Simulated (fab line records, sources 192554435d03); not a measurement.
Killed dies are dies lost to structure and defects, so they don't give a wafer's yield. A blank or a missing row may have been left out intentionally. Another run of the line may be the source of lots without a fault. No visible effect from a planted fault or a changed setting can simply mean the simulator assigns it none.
3 desks, one fault / flow n5 finfet / what lay behind the numbers comes last; until then each desk has only its own
Where a reading is given only as a bound, like >300, the bound stands for it, and a mean or a difference that rests on one is marked > or <: the true number lies beyond.

THE DEFECT DESK
Inspection counts along the route, by lot: the mean over sampled wafers that carry a number. The brackets show how far a lot's mean lies from the usual mean; more than 4 standard deviations puts the lot out of limits, marked OUT.
Columns: A = raw defect count at N5_BEOL_M0_CUTY_INSPECT_59, usual 2.1
lot=L508; first seen here=day 5 17:45; A=3.5
lot=L512; first seen here=day 6 18:23; A=2.3
lot=L513; first seen here=day 6 20:44; A=1.0
lot=L515; first seen here=day 7 11:04; A=2.7
lot=L518; first seen here=day 8 10:28; A=>300 (+99 or more) OUT
lot=L519; first seen here=day 8 12:19; A=>300 (+99 or more) OUT
lot=L524; first seen here=day 9 17:48; A=3.0
lot=L528; first seen here=day 11 01:42; A=2.5
lot=L531; first seen here=day 11 14:35; A=2.0
Finding of this desk: L518, L519 out of limits; the first was L518 at day 8 10:28, on raw defect count at N5_BEOL_M0_CUTY_INSPECT_59. Within limits: L508, L512, L513, L515, L524, L528, L531.

AT THE METROLOGY DESK
What the gauges read, lot by lot, whatever tool the lot ran on: means of the sampled wafers that have a number. The brackets show how far a lot's mean lies from the usual mean; more than 4 standard deviations puts the lot out of limits, marked OUT. Shown here are 7 of its 10 readings, the ones lying furthest out on some lot.
Columns: A = DIBL_N at N5_BEOL_M4_RC_MEAS_101, usual 36.1 mV/V; B = IOFF_P at N5_BEOL_M4_RC_MEAS_101, usual 0.21 nA/um; C = ION_N at N5_BEOL_M4_RC_MEAS_101, usual 678 uA/um; D = SS_N at N5_BEOL_M4_RC_MEAS_101, usual 71.4 mV/dec; E = SS_P at N5_BEOL_M4_RC_MEAS_101, usual 73.3 mV/dec; F = VT_N at N5_BEOL_M4_RC_MEAS_101, usual 249 mV; G = VT_P at N5_BEOL_M4_RC_MEAS_101, usual -250.0 mV
lot=L508; first seen here=day 7 18:09; A=34.4; B=0.23; C=659; D=71.7; E=73.2; F=254; G=-245.4
lot=L512; first seen here=day 9 03:50; A=38.4; B=0.25; C=686; D=72.2; E=73.7; F=248; G=-250.6
lot=L513; first seen here=day 9 06:07; A=36.0; B=0.21; C=679; D=71.7; E=73.2; F=252; G=-253.0
lot=L515; first seen here=day 9 07:47; A=34.9; B=0.19; C=664; D=71.1; E=72.7; F=252; G=-250.5
lot=L518; first seen here=day 10 22:55; A=35.7; B=0.21; C=682; D=71.8; E=73.5; F=247; G=-249.9
lot=L519; first seen here=day 11 15:52; A=36.4; B=0.22; C=669; D=71.8; E=73.3; F=251; G=-249.1
lot=L524; first seen here=day 12 19:57; A=33.4; B=0.16; C=668; D=70.9; E=72.3; F=250; G=-255.4
lot=L531; first seen here=day 14 01:16; A=35.5; B=0.21; C=674; D=70.8; E=73.7; F=251; G=-250.2
lot=L528; first seen here=day 14 06:56; A=34.8; B=0.20; C=677; D=71.2; E=73.2; F=251; G=-248.0
This desk's verdict: no lot among the 9 shows anything out of limits.

AT THE TOOL OWNER'S DESK: rie diel-02
The tool's own readings at N5_BEOL_M0_SAQP_CUT_ETCH_46 (etches SOC in N2/H2, target depth 135 nm, overetch 27 nm, time 202.5 s): means of the sampled wafers that have a number, for each lot that ran on this tool. The brackets show how far a lot's mean lies from the usual mean; more than 4 standard deviations puts the lot out of limits, marked OUT.
Columns: A = drypump motor current A at N5_BEOL_M0_SAQP_CUT_ETCH_46, usual 6.0 A; B = rf vpp V at N5_BEOL_M0_SAQP_CUT_ETCH_46, usual 523.5 V; C = showerhead plenum p Torr at N5_BEOL_M0_SAQP_CUT_ETCH_46, usual 2.52 Torr; D = throttle valve pct at N5_BEOL_M0_SAQP_CUT_ETCH_46, usual 17.78 %
lot=L508; first seen here=day 5 16:24; A=5.7; B=520.0; C=2.42; D=18.09
lot=L512; first seen here=day 6 17:06; A=6.4; B=524.1; C=2.54; D=17.41
lot=L513; first seen here=day 6 19:28; A=5.8; B=520.5; C=2.43; D=17.79
lot=L518; first seen here=day 8 09:11; A=6.1; B=521.5; C=2.47; D=17.76
lot=L519; first seen here=day 8 10:59; A=6.4; B=524.0; C=2.52; D=17.53
This desk's verdict: no lot among the 5 shows anything out of limits.

PUT TOGETHER
The defect desk could have raised an alarm at day 8 10:28, on L518, L519.
The metrology desk saw nothing out of limits.
The tool owner's desk saw nothing out of limits.
The metrology desk holds a record of L518, L519, inside its limits.
The tool owner's desk has L518, L519 on record, within its limits.
N5_BEOL_M0_SAQP_CUT_ETCH_46 was run on rie diel-02 by each of the lots named.

WHAT THE SIMULATOR HAD PUT IN
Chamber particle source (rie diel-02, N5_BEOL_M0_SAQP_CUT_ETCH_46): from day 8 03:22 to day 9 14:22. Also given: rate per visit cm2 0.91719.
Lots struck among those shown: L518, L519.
Hours from the fault's start to each desk's first reading out of limits: the defect desk, 7.
